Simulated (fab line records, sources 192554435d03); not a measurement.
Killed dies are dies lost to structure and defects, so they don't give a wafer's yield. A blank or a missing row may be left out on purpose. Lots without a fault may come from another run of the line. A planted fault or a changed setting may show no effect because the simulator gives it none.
fab line records | flow n5_finfet
record lots=5 wafers=14 last_day=17
route steps=1938 shown BEOL_M7@1288 PASSIVATION@1936
lots that met no fault: from a run of the same line without faults
start_h: hours from the record's first day to the start of the lot's first wafer shown | wait_h: hours since the lot's step before | " the same as in the row above | L1.1+2: a row that stands for several wafers | - no value, or no start given | * or withheld: withheld | < > ~ a bound
route shown NAME@n: a module of which the file shows steps, and the number in the route of the first | usual: mean/standard deviation of fault-free wafers | same: alike in all rows | chamber/n: place in a boat | sites: the reading at each site | _std_site: their standard deviation | _edge_site: outer sites' mean less inner sites' | radius_mm: how far each site lies from the wafer's centre | mask NAME#n: copy n | behind: the tool/chamber that last shaped the wafer | hold: why the lot was held/for how many hours/how that ended | device: the transistor (n, p or np) that didn't switch | end of line: the same wafers' tests at the end of the route | a step without rows: its recipe alone | killed: dies lost to structure and defects at the first sort, not the wafer's yield | map: a wafer's dies, x killed, . not, _ none there
set.NAME: the setting as run; set.NAME@STEP: as run at that earlier step | model.NAME: the simulator's own value behind a step, which no gauge read
lots at some steps of the route; a table a step, a row a wafer
services: from which hour (start_h, from the record's first day; less than 0 if before it) a tool's chamber was out of use, for how many hours, and why
## steps
# step N5_BEOL_M7_COAT_64
# recipe resist=SiARC temp_c=220 time_s=60 spin_rpm=1500 resist_thk_nm=12
# step N5_BEOL_M7_COAT_71
# recipe resist=underlayer temp_c=205 time_s=60 spin_rpm=1500 resist_thk_nm=5
# step N5_BEOL_M7_COAT_22
# recipe resist=CAR-EUV spin_rpm=1500 resist_thk_nm=30
# step N5_BEOL_M7_EBR_24
# recipe solvent=PGMEA ebr_width_mm=1.5
# step N5_BEOL_M7_SOFTBAKE_23
# recipe temp_c=110 time_s=60 resist=CAR-EUV
# step N5_BEOL_M7_EXPOSE_25
# recipe mask_id=V6 na=0.33 source_shape=annular sigma_inner=0.4 sigma_outer=0.8 polarization=unpolarized target_cd_nm=40 dose_mj=42.5
# step N5_BEOL_M7_PEB_26
# recipe peb_temp_c=100 peb_time_s=60 resist=CAR-EUV
# step N5_BEOL_M7_DEVELOP_27
# recipe develop_time_s=30 developer=TMAH resist=CAR-EUV rinse_liquid=surfactant_rinse dry=air_spin dev_temp_c=23
# step N5_BEOL_M7_CD_MEAS_28
# recipe target_cd_nm=40 landing_energy_ev=500 detector=se_inlens
# usual cd_nm=40.06/0.23
# columns lot.wafer tool chamber start_h wait_h cd_nm
L521.1 cd_sem-01 0 217.67 - 39.98
L521.2 " 0 " " 39.47
L521.4 " 0 " " 39.78
L522.1 cd_sem-01 0 223.51 - 40.20
L522.3 " 0 " " 39.92
L522.5 " 0 " " 40.25
L529.3 cd_sem-03 0 273.47 - 39.92
L529.6 " 0 " " 40.16
L532.1 cd_sem-03 0 285.62 - 40.00
L532.3 " 0 " " 39.73
L532.4 " 0 " " 40.06
L539.3 cd_sem-02 0 331.46 - 40.26
L539.5 " 0 " " 40.23
L539.6 " 0 " " 39.93
# step N5_BEOL_M7_OVL_MEAS_29
# recipe points_per_wafer=522
# usual V6_OVL=-0.1/0.71
# columns lot.wafer tool chamber start_h wait_h V6_OVL[nm]
L521.1 overlay-01 0 217.70 0.0 -1.0
L521.2 " 0 " " -0.7
L521.4 " 0 " " -0.8
L522.1 overlay-02 0 223.54 0.0 1.1
L522.3 " 0 " " 0.0
L522.5 " 0 " " 0.2
L529.3 overlay-01 0 273.51 0.0 -1.2
L529.6 " 0 " " 0.5
L532.1 overlay-01 0 285.65 0.0 -1.6
L532.3 " 0 " " 0.4
L532.4 " 0 " " -0.4
L539.3 overlay-02 0 331.50 0.0 -0.7
L539.5 " 0 " " -0.3
L539.6 " 0 " " -0.5
# step N5_BEOL_M7_INSPECT_30
# recipe mode=adi inspect_instrument=brightfield
# usual raw_defect_count=428/110
# columns lot.wafer tool chamber start_h wait_h raw_defect_count
L521.1 defect_inspect-01 - 217.76 0.1 421
L521.2 " - " " 508
L521.4 " - " " 463
L522.1 defect_inspect-02 - 223.59 0.1 517
L522.3 " - " " 628
L522.5 " - " " 499
L529.3 defect_inspect-02 - 273.55 0.0 338
L529.6 " - " " 364
L532.1 defect_inspect-02 - 285.71 0.1 468
L532.3 " - " " 307
L532.4 " - " " 421
L539.3 defect_inspect-02 - 331.54 0.0 382
L539.5 " - " " 330
L539.6 " - " " 326
# step N5_BEOL_M7_DESCUM_33
# recipe chemistry=O2 time_s=7 source_power_w=50 bias_power_w=20 pressure_mtorr=20 rf_frequency_hz=2.712e+07 temp_c=40 resist=CAR-EUV o2_flow_sccm=225
# usual drypump_motor_current_A=5.7/0.48 oes_product_au=0.78/0.096 rf_vpp_V=243.0/1.5 showerhead_plenum_p_Torr=2.09/0.088 throttle_valve_pct=20.48/0.25
# columns lot.wafer tool chamber start_h wait_h drypump_motor_current_A oes_product_au rf_hours_counter_h rf_vpp_V showerhead_plenum_p_Torr throttle_valve_pct
L521.1 rie_diel-01 3 217.79 0.0 5.9 0.68 238 242.0 2.07 20.43
L521.2 " 1 " " 6.4 0.74 171 243.4 2.10 20.67
L521.4 " 0 " " 6.3 0.70 203 241.3 1.98 20.80
L522.1 rie_diel-06 0 223.63 0.0 5.6 0.73 205 244.3 2.16 20.64
L522.3 " 1 " " 5.5 0.76 140 241.6 1.91 20.15
L522.5 " 0 " " 5.6 0.73 - 244.6 2.16 20.65
L529.3 rie_diel-06 2 274.03 0.5 4.8 0.87 40 243.7 2.21 20.22
L529.6 " 1 " " 5.5 0.76 - 240.5 1.90 20.18
L532.1 rie_diel-01 3 285.74 0.0 5.9 1.03 0 242.9 2.06 20.04
L532.3 " 2 " " 5.1 0.75 168 243.6 2.16 20.49
L532.4 " 1 " " 6.4 0.73 197 242.0 2.09 20.73
L539.3 rie_diel-01 1 331.63 0.1 6.4 0.71 211 242.5 2.08 20.74
L539.5 " 1 " " 6.4 0.71 - 243.6 2.08 20.75
L539.6 " 2 " " 5.1 0.74 - 242.6 2.16 20.49
# step N5_BEOL_M7_ETCH_72
# recipe chemistry=N2/H2 target=underlayer target_depth_a=65 mask_material=CAR-EUV time_s=5.2 ion_energy_ev=200 pressure_mtorr=30 source_w=840 bias_w=150 n2_flow_sccm=200 h2_flow_sccm=200 ends=cleared
# usual drypump_motor_current_A=5.7/0.48 etch_rf_on_time_s=5.19/0.14 h2_flow_sccm=199.9/0.52 oes_product_au=0.66/0.084 rf_vpp_V=524/3.3 showerhead_plenum_p_Torr=2.54/0.1 throttle_valve_pct=17.90/0.26
# columns lot.wafer tool chamber start_h wait_h drypump_motor_current_A etch_rf_on_time_s h2_flow_sccm oes_product_au rf_hours_counter_h rf_vpp_V showerhead_plenum_p_Torr throttle_valve_pct
L521.1 rie_diel-01 3 217.83 0.0 6.0 5.25 199.3 0.57 238 523 2.51 17.91
L521.2 " 1 " " 6.4 5.20 200.4 0.63 171 521 2.54 18.08
L521.4 " 0 " " 6.2 5.30 200.1 0.59 203 519 2.40 18.14
L522.1 rie_diel-06 0 223.66 0.0 5.6 5.36 200.5 0.61 205 526 2.62 18.07
L522.3 " 1 " " 5.6 5.11 198.9 0.66 140 517 2.36 17.87
L522.5 " 0 " " 5.7 5.30 200.7 0.60 - 526 2.62 18.07
L529.3 rie_diel-06 2 274.06 0.0 4.8 5.06 200.6 0.75 40 528 2.70 17.68
L529.6 " 1 " " 5.5 6.55 200.0 0.57 - 520 2.36 17.91
L532.1 rie_diel-01 3 285.78 0.0 6.0 5.05 199.9 0.87 0 523 2.51 17.45
L532.3 " 2 " " 5.1 5.36 200.0 0.63 168 527 2.63 17.88
L532.4 " 1 " " 6.4 5.19 200.0 0.62 197 524 2.53 18.11
L539.3 rie_diel-01 1 331.67 0.0 6.4 5.15 199.1 0.62 211 524 2.53 18.14
L539.5 " 1 " " 6.4 5.14 199.8 0.62 - 521 2.53 18.16
L539.6 " 2 " " 5.1 5.35 200.4 0.62 - 528 2.62 17.91
# step N5_BEOL_M7_ETCH_65
# recipe chemistry=CF4 target=SiARC target_depth_a=156 mask_material=CAR-EUV time_s=26 ion_energy_ev=80 pressure_mtorr=40 source_w=545 bias_w=36 Ar_flow_sccm=100 cf4_flow_sccm=100 ends=cleared
# usual drypump_motor_current_A=5.7/0.48 etch_rf_on_time_s=26.0/0.62 oes_product_au=0.67/0.084 rf_vpp_V=184.0/1.3 showerhead_plenum_p_Torr=2.14/0.084 throttle_valve_pct=15.68/0.25
# columns lot.wafer tool chamber start_h wait_h drypump_motor_current_A etch_rf_on_time_s oes_product_au rf_hours_counter_h rf_vpp_V showerhead_plenum_p_Torr throttle_valve_pct
L521.1 rie_diel-01 3 217.84 0.0 5.9 26.6 0.58 238 183.3 2.12 15.66
L521.2 " 1 " " 6.4 25.9 0.65 171 183.6 2.13 15.82
L521.4 " 0 " " 6.2 26.7 0.59 203 181.0 2.05 15.99
L522.1 rie_diel-06 0 223.68 0.0 5.6 27.1 0.60 205 183.6 2.20 15.85
L522.3 " 1 " " 5.5 26.0 0.65 140 182.8 1.98 15.49
L522.5 " 0 " " 5.6 26.7 0.61 - 184.4 2.20 15.85
L529.3 rie_diel-06 2 274.08 0.0 4.8 25.3 0.76 40 186.1 2.27 15.49
L529.6 " 1 " " 5.5 25.9 0.64 - 182.3 1.98 15.54
L532.1 rie_diel-01 3 285.79 0.0 5.9 25.3 0.87 0 183.2 2.12 15.20
L532.3 " 2 " " 5.1 26.7 0.64 168 185.3 2.24 15.84
L532.4 " 1 " " 6.4 25.6 0.63 197 182.5 2.13 15.87
L539.3 rie_diel-01 1 331.69 0.0 6.4 26.0 0.61 211 185.0 2.12 15.89
L539.5 " 1 " " 6.4 25.9 0.62 - 183.5 2.12 15.89
L539.6 " 2 " " 5.1 26.9 0.62 - 185.1 2.24 15.85
# step N5_PASSIVATION_PROBE_49
# usual defect_limited_yield=91.3/1.3 killed_at_M0_to_M3=35/9.3 killed_at_M4_up=14/5.2 killed_at_contacts=12/5.9 killed_at_front_end=38/11 killed_at_other=4/3.7 killed_dies=103/15 killed_on_rim=14/4 killed_open=67/12 killed_short=34/8 sort_bin_5_function=5.1/0.88 sort_bin_6_memory=3.3/0.65 sort_bin_8_speed=0.00/0.03 sort_n_pass=1077/15 sort_yield_pct=91.3/1.3
# same gross_dies=1180 killed_at_back_side=0 sort_bin_4_leakage[%]=0
# columns lot.wafer tool chamber start_h wait_h defect_limited_yield[%] killed_at_M0_to_M3 killed_at_M4_up killed_at_contacts killed_at_front_end killed_at_other killed_dies killed_on_rim killed_open killed_short sort_bin_5_function[%] sort_bin_6_memory[%] sort_bin_8_speed[%] sort_n_pass sort_yield_pct[%]
L522.1 prober-01 - 309.44 0.0 91.7 41 18 13 25 1 98 11 63 35 5.4 2.7 0 1082 91.7
L522.3 prober-01 - 309.54 0.1 90.9 44 18 13 32 0 107 11 73 33 4.9 4.1 0 1073 90.9
L522.5 prober-01 - 309.64 0.2 92.5 37 12 7 32 1 89 13 67 21 4.2 3.3 0 1091 92.5
L532.1 prober-02 - 380.60 0.0 92.8 20 15 9 41 0 85 10 50 30 4.1 2.5 0 1095 92.8
L532.3 prober-02 - 380.70 0.1 94.0 30 10 9 16 6 71 10 48 21 3.6 2.5 0 1109 94.0
L532.4 prober-02 - 380.75 0.2 90.6 46 24 12 27 2 111 17 66 44 6.0 3.3 0 1069 90.6
L539.3 prober-02 - 414.57 0.1 92.6 20 12 16 39 0 87 8 63 24 3.7 3.5 0 1093 92.6
L539.5 prober-02 - 414.67 0.2 93.1 27 14 10 28 2 81 11 53 26 4.1 2.1 0 1099 93.1
L539.6 prober-02 - 414.72 0.3 91.2 29 11 14 50 0 104 14 73 31 4.7 4.0 0 1076 91.2
# killed by level:class
L522.1 FIN_SAQP:geometric_particle:open=11 MOL_CONTACT_COAG:geometric_particle:open=9 BEOL_M0_SAQP:geometric_particle:open=8 BEOL_M1:geometric_particle:open=8 BEOL_M3:geometric_particle:open=8 BEOL_M4:geometric_particle:open=8 BEOL_M0_SAQP:geometric_particle:short=7 FIN_SAQP:geometric_particle:short=5
L522.3 FIN_SAQP:geometric_particle:open=11 BEOL_M4:geometric_particle:open=11 MOL_CONTACT_COAG:geometric_particle:open=10 BEOL_M0_SAQP:geometric_particle:open=9 BEOL_M0_SAQP:geometric_particle:short=8 BEOL_M3:geometric_particle:open=8 BEOL_M2:geometric_particle:open=7 FIN_SAQP:geometric_particle:short=6
L522.5 FIN_SAQP:geometric_particle:open=13 BEOL_M3:geometric_particle:open=8 BEOL_M0_SAQP:geometric_particle:open=8 STI_FIN_REVEAL:geometric_particle:open=6 BEOL_M2:geometric_particle:open=6 FIN_SAQP:geometric_particle:short=5 MOL_CONTACT_COAG:geometric_particle:open=5 BEOL_M1:geometric_particle:open=5
L532.1 STI_FIN_REVEAL:geometric_particle:open=9 BEOL_M0_SAQP:geometric_particle:short=8 MOL_CONTACT_COAG:geometric_particle:open=7 GATE_CUT:geometric_particle:short=6 BEOL_M4:geometric_particle:open=5 HKMG_FIN:area_etch=5 FIN_SAQP:geometric_particle:short=4 FIN_SAQP:geometric_particle:open=4
L532.3 STI_FIN_REVEAL:geometric_particle:open=8 BEOL_M0_SAQP:geometric_particle:short=7 MOL_CONTACT_COAG:geometric_particle:open=6 BEOL_M0_SAQP:geometric_particle:open=6 BEOL_M1:geometric_particle:open=6 BEOL_M2:geometric_particle:open=6 FIN_SAQP:geometric_particle:short=4 BEOL_M5:geometric_particle:open=4
L532.4 BEOL_M0_SAQP:geometric_particle:open=18 BEOL_M0_SAQP:geometric_particle:short=14 FIN_SAQP:geometric_particle:short=7 MOL_CONTACT_COAG:geometric_particle:open=7 BEOL_M4:geometric_particle:open=6 MOL_CONTACT_COAG:geometric_particle:short=5 STI_FIN_REVEAL:geometric_particle:open=4 BEOL_M3:geometric_particle:open=4
L539.3 FIN_SAQP:geometric_particle:short=11 MOL_CONTACT_COAG:geometric_particle:open=11 BEOL_M2:geometric_particle:open=8 STI_FIN_REVEAL:geometric_particle:open=6 FIN_SAQP:geometric_particle:open=5 DUMMY_GATE:geometric_particle:open=5 MOL_CONTACT_COAG:geometric_particle:short=5 BEOL_M3:geometric_particle:open=5
L539.5 STI_FIN_REVEAL:geometric_particle:open=9 BEOL_M0_SAQP:geometric_particle:open=8 MOL_CONTACT_COAG:geometric_particle:open=7 BEOL_M0_SAQP:geometric_particle:short=7 FIN_SAQP:geometric_particle:open=4 GATE_CUT:geometric_particle:short=4 BEOL_M2:geometric_particle:open=4 FIN_SAQP:geometric_particle:short=3
L539.6 MOL_CONTACT_COAG:geometric_particle:open=12 STI_FIN_REVEAL:geometric_particle:open=11 BEOL_M0_SAQP:geometric_particle:short=10 FIN_SAQP:geometric_particle:open=9 DUMMY_GATE:geometric_particle:open=7 FIN_SAQP:geometric_particle:short=6 BEOL_M0_SAQP:geometric_particle:open=6 BEOL_M3:geometric_particle:open=6
## services
# columns tool chamber start_h hours kind
rie_diel-06 3 242.81 - clean
rie_diel-06 3 242.81 - consumable_replace:focus_ring
rie_diel-06 3 242.81 17.0 scheduled_down
rie_diel-06 3 242.81 17.0 vent_cycle
rie_diel-01 2 244.51 16.5 repair
rie_diel-01 3 261.45 - clean
rie_diel-01 3 261.45 - consumable_replace:focus_ring
rie_diel-01 3 261.45 23.1 scheduled_down
rie_diel-01 3 261.45 23.1 vent_cycle
rie_diel-06 0 287.07 4.0 repair
rie_diel-01 1 288.75 1.8 repair
## key
first_sign step=N5_BEOL_M7_ETCH_72 reading=etch_rf_on_time_s direction=up sigmas=9.8 usual=* struck=*
effect none on later readings
met_at N5_BEOL_M7_ETCH_72
struck_wafers L529.6
onset_between 223.66 274.06
fault kind=process_parameter_drift tool=rie_diel-06 chamber=- onset_h=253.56 steps=N5_BEOL_M7_ETCH_72 channel=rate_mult offset=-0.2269 shape=step end_h=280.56 scope=struck_wafers_only
